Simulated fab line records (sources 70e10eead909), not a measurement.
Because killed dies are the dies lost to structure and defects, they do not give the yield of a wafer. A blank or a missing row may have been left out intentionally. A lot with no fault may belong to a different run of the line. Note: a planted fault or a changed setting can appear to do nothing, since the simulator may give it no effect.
fab line records | flow nandHarc
[record] lots = 5 wafers = 15 lastDay = 33
route steps=1302 shown P_GATE@126 END@1302
lots that met no fault: from a run of the same line without faults
startH: hours from the record's first day to the start of the lot's first wafer shown | waitH: hours since the lot's step before | " repeats the value in the row above | L1.1+2: several wafers, shown together as one row | - no value, or no start given | * or withheld: withheld | < > ~ a bound
route shown NAME@n: names a module that has steps shown in the file, with the first one's number in the route | usual: mean/standard deviation taken from wafers without a fault | same: alike in all rows | chamber/n: place in a boat | sites: each site's reading | _std_site: the standard deviation of these | _edge_site: outer sites' mean less inner sites' | radiusMm: how far each site lies from the wafer's centre | mask NAME#n: copy n | behind: the tool/chamber that last shaped the wafer | hold: what put the lot on hold/how long, in hours/how the hold closed | device: names the non-switching transistor (n, p or np) | end of line: the same wafers' tests at the end of the route | a step with no rows: only its recipe | killed: at the first sort, the dies lost to defects and structure; wafer yield is something else | map: shows each die of a wafer: x if killed, . if not, _ if none is there
set.NAME: the setting as run; set.NAME@STEP: as run at that earlier step | model.NAME: the simulator's own value behind a step, which no gauge read
certain route steps with their lots: each step a table, each wafer a row
services: the hour from which a tool's chamber was out of use, counted from the record's first day as startH (under 0 if before that day), plus the number of hours and why
[[steps]]
[step NHARC_P_GATE_STRIP_15]
[recipe] timeS = 780 tempC = 130 chemistry = SPM
[step NHARC_P_GATE_PRECLEAN_71]
[recipe] timeS = * tempC = 50 bathAgeMin = 0 chemistry = SC1
[step NHARC_P_GATE_SRD_72]
[step NHARC_P_GATE_OXIDE_16]
[recipe] targetThkA = 30 tempC = 875 oxTimeS = 392 material = SiO2
[step NHARC_P_GATE_CVD_17]
[recipe] targetThkA = 1500 tempC = 620 timeS = 900 material = poly-Si
[step NHARC_P_GATE_HM_DEP_102]
[recipe] targetThkA = 1200 tempC = 400 material = aC
[usual] throttleValvePct = 35.000/0.0097
// columns lot.wafer tool chamber startH waitH throttleValvePct
L471.2 aclDep-01 0 107.74 0.5 35.011
L471.3 " 0 " " 34.990
L471.6 " 0 " " 35.001
L474.2 aclDep-01 0 136.00 2.8 35.009
L474.4 " 0 " " 34.999
L474.5 " 0 " " 34.989
L481.1 aclDep-02 0 210.42 2.4 35.000
L481.2 " 0 " " 34.990
L481.4 " 0 " " 35.001
L491.1 aclDep-02 0 308.06 3.2 34.999
L491.2 " 0 " " 35.001
L491.4 " 0 " " 34.997
L493.1 aclDep-01 0 322.53 1.6 34.996
L493.2 " 0 " " 35.013
L493.6 " 0 " " 34.997
[step NHARC_P_GATE_DEP_103]
[recipe] targetThkA = 300 targetThkNm = 30 tempC = 400 flowSccm = 200 rfW = 350 material = SiON
[usual] heaterPowerW = 770/77
// columns lot.wafer tool chamber startH waitH heaterPowerW
L471.2 pecvd-03 0 108.35 0.5 716
L471.3 " 1 " " 813
L471.6 " 2 " " 756
L474.2 pecvd-01 1 136.61 0.5 773
L474.5 " 0 " " 693
L474.4 " 1 " " 775
L481.1 pecvd-03 2 211.09 0.6 776
L481.2 " 0 " " 790
L481.4 " 0 " " 798
L491.2 pecvd-03 1 308.75 0.5 793
L491.1 " 2 " " 751
L491.4 " 0 " " 776
L493.2 pecvd-03 2 323.22 0.5 752
L493.1 " 0 " " 746
L493.6 " 2 " " 730
[step NHARC_P_GATE_DEHYDRATE_18]
[recipe] tempC = 150 timeS = 120
[step NHARC_P_GATE_HMDS_19]
[recipe] timeS = 30
[step NHARC_P_GATE_COAT_20]
[recipe] spinRpm = 1500 resistThkNm = 90
[step NHARC_P_GATE_SOFTBAKE_21]
[recipe] tempC = 105 timeS = 55
[step NHARC_P_GATE_EBR_22]
[step NHARC_P_GATE_EXPOSE_23]
[recipe] na = 1.35 targetCdNm = 120 doseMj = 93.91 maskId = P_GATE
// columns lot.wafer tool chamber startH waitH mask
L471.2+3+6 arfiScanner-03 0 108.86 - P_GATE#0
L474.2+4+5 arfiScanner-01 0 136.98 - P_GATE#0
L481.1+2+4 arfiScanner-01 0 211.62 - P_GATE_R1#0
L491.1+2+4 arfiScanner-02 0 309.27 - P_GATE#0
L493.1+2+6 arfiScanner-02 0 323.61 - P_GATE#0
[step NHARC_P_GATE_PEB_24]
[recipe] pebTempC = 100 pebTimeS = 65
[step NHARC_P_GATE_DEVELOP_25]
[recipe] developTimeS = 35 devTempC = 23
[step NHARC_P_GATE_CD_MEAS_26]
[recipe] targetCdNm = 120 landingEnergyEv = 500
[usual] cdNm = 119.6/0.78
// columns lot.wafer tool chamber startH waitH cdNm
L471.2 cdSem-02 0 108.99 - 119.7
L471.3 " 0 " " 119.7
L471.6 " 0 " " 118.3
L474.2 cdSem-02 0 137.11 - 120.8
L474.4 " 0 " " 119.3
L474.5 " 0 " " 119.5
L481.1 cdSem-02 0 211.76 - 117.2
L481.2 " 0 " " 117.1
L481.4 " 0 " " 115.9
L491.1 cdSem-02 0 309.41 - 120.9
L491.2 " 0 " " 119.6
L491.4 " 0 " " 119.6
L493.1 cdSem-02 0 323.75 - 120.0
L493.2 " 0 " " 120.2
L493.6 " 0 " " 119.6
[step NHARC_P_GATE_OVL_MEAS_27]
[usual] overlayXNm = -0.4/0.9 overlayYNm = -0.1/0.9
// columns lot.wafer tool chamber startH waitH overlayXNm overlayYNm
L471.2 overlay-02 - 109.08 - -1.3 -0.5
L471.3 " - " " -1.1 -0.5
L471.6 " - " " -1.6 -0.6
L474.2 overlay-01 - 137.20 - -0.4 -0.6
L474.4 " - " " -0.5 -0.1
L474.5 " - " " -0.4 -0.7
L481.1 overlay-02 - 211.85 - -0.3 -1.4
L481.2 " - " " -0.1 -1.2
L481.4 " - " " -0.7 -1.2
L491.1 overlay-02 - 309.49 - 0.6 -0.8
L491.2 " - " " 0.8 -0.8
L491.4 " - " " 0.8 -0.8
L493.1 overlay-02 - 323.84 - -2.0 -0.4
L493.2 " - " " -2.2 0.0
L493.6 " - " " -2.6 0.3
[step NHARC_P_GATE_INSPECT_28]
[usual] rawDefectCount = 6/3
// columns lot.wafer tool chamber startH waitH rawDefectCount
L471.2 defectInspect-01 - 109.12 0.0 9
L471.3 " - " " 8
L471.6 " - " " 6
L474.2 defectInspect-01 - 137.24 0.0 6
L474.4 " - " " 8
L474.5 " - " " 5
L481.1 defectInspect-02 - 211.88 0.0 5
L481.2 " - " " 5
L481.4 " - " " 5
L491.1 defectInspect-01 - 309.53 0.0 3
L491.2 " - " " 5
L491.4 " - " " 7
L493.1 defectInspect-01 - 323.87 0.0 2
L493.2 " - " " 9
L493.6 " - " " 4
[step NHARC_P_GATE_DESCUM_31]
[recipe] timeS = 3 o2FlowSccm = 200 arFlowSccm = 0 biasPowerW = 0 chemistry = O2
[usual] chamberPressureMTorr = 60.00/0.058 drypumpMotorCurrentA = 5.5/0.39 oesProductAu = 1.001/0.012 rfVppV = 57.7/0.87 showerheadPlenumPTorr = 1.90/0.073 throttleValvePct = 11.311/0.0091
// columns lot.wafer tool chamber startH waitH chamberPressureMTorr drypumpMotorCurrentA oesProductAu rfHoursCounterH rfVppV showerheadPlenumPTorr throttleValvePct model.P_GATE.cdNm
L471.3 rieDiel-12 1 109.18 0.1 60.03 5.2 0.994 0.5 57.0 1.83 11.320 119.5
L471.2 " 0 " " 60.02 5.7 1.012 0.7 57.0 1.85 11.310 119.5
L471.6 " 2 " " 60.01 5.2 1.031 - 57.9 1.92 11.312 117.2
L474.2 rieDiel-02 2 137.31 0.1 60.00 4.9 0.991 4.8 58.9 2.00 11.294 121.8
L474.4 " 3 " " 60.06 5.3 1.004 4.1 57.7 2.00 11.301 119.2
L474.5 " 1 " " 59.95 5.7 0.994 - 57.6 1.94 11.319 118.5
L481.2 rieDiel-12 2 211.95 0.1 59.94 5.2 1.016 6.1 57.5 1.92 11.311 116.7
L481.1 " 0 " " 60.11 5.7 1.006 5.5 58.4 1.85 11.315 117.4
L481.4 " 3 " " 59.93 6.1 1.010 - 56.6 1.98 11.302 116.2
L491.4 rieDiel-12 1 309.59 0.1 60.04 5.2 0.985 1.8 58.7 1.82 11.309 119
L491.2 " 2 " " 59.99 5.2 1.013 1.9 57.4 1.92 11.303 119.9
L491.1 " 0 " " 60.03 5.8 0.991 2.0 57.2 1.85 11.314 120.7
L493.1 rieDiel-02 0 323.94 0.1 60.04 5.2 0.992 6.2 57.5 2.00 11.304 119.3
L493.2 " 3 " " 59.85 5.2 0.989 4.4 57.5 1.99 11.311 120.8
L493.6 " 1 " " 59.98 5.7 0.981 - 59.3 1.94 11.319 120.6
[step NHARC_P_GATE_ETCH_104]
[recipe] targetDepthA = 600 timeS = withheld cf4FlowSccm = 100 chf3FlowSccm = 30 arFlowSccm = 0 rfW = 500 biasW = 200 chemistry = CF4/CHF3
[usual] chamberPressureMTorr = 25.001/0.019 drypumpMotorCurrentA = 5.5/0.4 oesProductAu = 0.956/0.024 rfVppV = 370.4/2.1 showerheadPlenumPTorr = 1.57/0.058 throttleValvePct = 16.803/0.0095
// columns lot.wafer tool chamber startH waitH chamberPressureMTorr drypumpMotorCurrentA oesProductAu rfVppV showerheadPlenumPTorr throttleValvePct model.P_GATE.cdNm
L471.2 rieDiel-12 3 109.26 0.1 25.027 6.0 0.984 370.7 1.62 16.812 120.2
L471.3 " 1 " " 25.003 5.2 0.939 367.2 1.51 16.796 119.8
L471.6 " 2 " " 25.011 5.1 0.985 371.7 1.58 16.795 116.8
L474.4 rieDiel-02 2 137.39 0.1 24.993 4.9 0.967 373.2 1.64 16.799 119.7
L474.2 " 3 " " 25.021 5.2 0.987 371.9 1.64 16.794 122.1
L474.5 " 2 " " 25.002 4.9 0.961 372.7 1.64 16.782 119
L481.1 rieDiel-12 0 212.05 0.1 24.990 5.7 0.957 369.5 1.53 16.813 118
L481.2 " 2 " " 24.966 5.2 0.972 370.6 1.58 16.816 116.8
L481.4 " 2 " " 24.988 5.2 0.971 372.3 1.58 16.796 116.3
L491.1 rieDiel-12 3 309.68 0.1 24.989 6.0 0.958 371.3 1.62 16.799 121
L491.4 " 1 " " 25.000 5.2 0.954 369.2 1.50 16.800 118.9
L491.2 " 2 " " 24.995 5.2 0.969 371.5 1.58 16.802 120.3
L493.1 rieDiel-02 0 324.02 0.1 24.992 5.3 0.934 372.1 1.64 16.815 119.9
L493.2 " 2 " " 25.001 4.8 0.918 372.1 1.64 16.805 121
L493.6 " 3 " " 24.972 5.3 0.913 372.1 1.64 16.802 121.3
[step NHARC_P_GATE_HM_OPEN_105]
[recipe] targetDepthA = 3600 o2FlowSccm = 400 cosFlowSccm = 20 arFlowSccm = 0 rfW = 500 biasW = 300 chemistry = O2/COS
[usual] chamberPressureMTorr = 20.000/0.016 drypumpMotorCurrentA = 5.5/0.4 oesProductAu = 0.999/0.011 rfVppV = 466.8/2.5 showerheadPlenumPTorr = 3.11/0.12 throttleValvePct = 28.329/0.0096
// columns lot.wafer tool chamber startH waitH chamberPressureMTorr drypumpMotorCurrentA oesProductAu rfHoursCounterH rfVppV showerheadPlenumPTorr throttleValvePct
L471.2 rieDiel-12 3 - - 20.003 6.0 1.020 0.9 469.5 3.22 28.347
L471.3 " 1 " " 19.992 5.2 0.996 0.5 464.2 2.99 28.336
L471.6 " 0 " " 19.993 5.8 1.009 - 465.3 3.03 28.334
L474.4 rieDiel-02 3 - - 20.005 5.3 0.999 4.1 470.5 3.25 28.333
L474.2 " 1 " " 20.022 5.7 0.984 4.8 468.7 3.17 28.339
L474.5 " 3 " " 19.985 5.3 0.993 - 469.1 3.25 28.336
L481.1 rieDiel-12 3 - - 20.014 6.1 0.995 6.2 469.4 3.22 28.324
L481.2 " 2 " " 19.980 5.2 1.015 6.1 466.4 3.13 28.313
L481.4 " 2 " " 20.012 5.2 1.010 - 467.3 3.13 28.323
L491.2 rieDiel-12 3 - - 19.999 6.0 0.987 2.1 467.6 3.21 28.332
L491.1 " 0 " " 20.017 5.8 0.996 2.1 464.5 3.03 28.333
L491.4 " 1 " " 20.039 5.3 0.980 1.9 465.0 2.98 28.335
L493.1 rieDiel-02 1 - - 20.016 5.7 0.995 5.0 467.6 3.17 28.338
L493.2 " 2 " " 20.024 4.9 1.000 4.1 470.1 3.25 28.333
L493.6 " 1 " " 19.978 5.7 0.996 - 467.0 3.17 28.327
[step NHARC_END_SORT_01]
[recipe] tempC = 25
[usual] killedAtArray = 54/21 killedAtOther = 0.9/1.1 killedAtPeriphery = 3.5/2.5 killedDies = 58/21 killedOpen = 3.3/1.9 killedShort = 2.6/1.8
[same] grossDies = 677
// columns lot.wafer tool chamber startH waitH killedAtArray killedAtOther killedAtPeriphery killedDies killedOpen killedShort
L471.2 prober-02 0 569.15 2.8 43 0 2 45 2 0
L471.3 prober-02 0 569.95 3.1 51 1 3 55 7 0
L471.6 prober-02 0 572.36 4.0 37 1 9 47 5 2
// killed by level:class
L471.2 A_CHANNEL_HOLE_D2:chamberFilmFlake=32 A_CONTACT:chamberFilmFlake=3 A_CHANNEL_HOLE_D1:chamberFilmFlake=2 A_CHANNEL_FILL_D1:chamberFilmFlake=2 A_WL_FILL:chamberFilmFlake=2 P_M0:geometricParticle:open=1 A_ONON_D2:geometricParticle:open=1 P_CONTACT:chamberFilmFlake=1
L471.3 A_CHANNEL_HOLE_D2:chamberFilmFlake=30 A_CONTACT:chamberFilmFlake=7 A_CHANNEL_FILL_D1:chamberFilmFlake=5 A_SLIT:chamberFilmFlake=3 A_ONON_D2:geometricParticle:open=2 P_M2:geometricParticle:open=1 A_CHANNEL_FILL_D1:geometricParticle:open=1 A_DECK1_JOINT:geometricParticle:open=1
L471.6 A_CHANNEL_HOLE_D2:chamberFilmFlake=26 P_CONTACT:chamberFilmFlake=4 A_CONTACT:chamberFilmFlake=3 P_M0:geometricParticle:open=2 P_GATE:chamberFilmFlake=2 A_CHANNEL_HOLE_D1:chamberFilmFlake=2 A_CHANNEL_FILL_D1:chamberFilmFlake=2 P_STI:geometricParticle:open=1
[[services]]
// columns tool chamber startH hours kind
arfiScanner-02 - 89.06 7.1 repair
rieDiel-12 - 91.40 9.0 pm
arfiScanner-02 - 99.91 1.0 repair
arfiScanner-01 - 100.63 0.5 repair
arfiScanner-01 - 127.12 1.9 repair
rieDiel-02 - 130.93 0.1 repair
arfiScanner-02 - 136.86 4.3 repair
rieDiel-12 - 142.05 0.9 repair
rieDiel-12 3 151.57 7.4 repair
aclDep-02 - 165.61 0.5 repair
rieDiel-12 3 180.08 8.4 repair
pecvd-03 1 180.52 4.8 repair
pecvd-03 - 185.05 13.0 pm
aclDep-01 - 190.20 13.0 pm
rieDiel-12 1 209.15 14.6 repair
rieDiel-02 - 216.70 9.0 pm
rieDiel-02 3 226.03 13.4 repair
arfiScanner-02 - 226.23 3.8 repair
arfiScanner-01 - 241.22 1.6 repair
aclDep-02 - 244.61 13.0 pm
arfiScanner-01 - 253.70 4.0 pm
pecvd-03 1 265.18 16.2 repair
rieDiel-12 - 268.40 9.0 pm
pecvd-03 2 310.97 12.1 repair
[[key]]
[firstSign] step = NHARC_P_GATE_EXPOSE_23 reading = mask direction = changed
[effect] step = NHARC_P_GATE_CD_MEAS_26 reading = cdNm direction = down sigmas = 3.7 usual = 119.6 struck = 116.8
[modelEffect] step = NHARC_P_GATE_DESCUM_31 value = P_GATE.cdNm without = 119.9 struck = 116.8
[modelEffect] step = NHARC_P_GATE_ETCH_104 value = P_GATE.cdNm without = 120.2 struck = 117
metAt NHARC_P_GATE_EXPOSE_23
struckWafers L481.1,L481.2,L481.4
testerLeftOut L481
onsetBetween 136.98 211.62
[fault] kind = wrongMask tool = any chamber = - onsetH = 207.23 steps = NHARC_P_GATE_EXPOSE_23 auxCopy = P_GATE_R1#0 cdOffsetNm = -3.1424 scope = struckLotsOnly
// testerLeftOut: of these lots the tester's yield and bins aren't shown, on N5 and GAA mostly nor the transistor test; their killed dies are dies lost to structure and defects alone, not to doping, threshold or leakage, so they don't give the yield
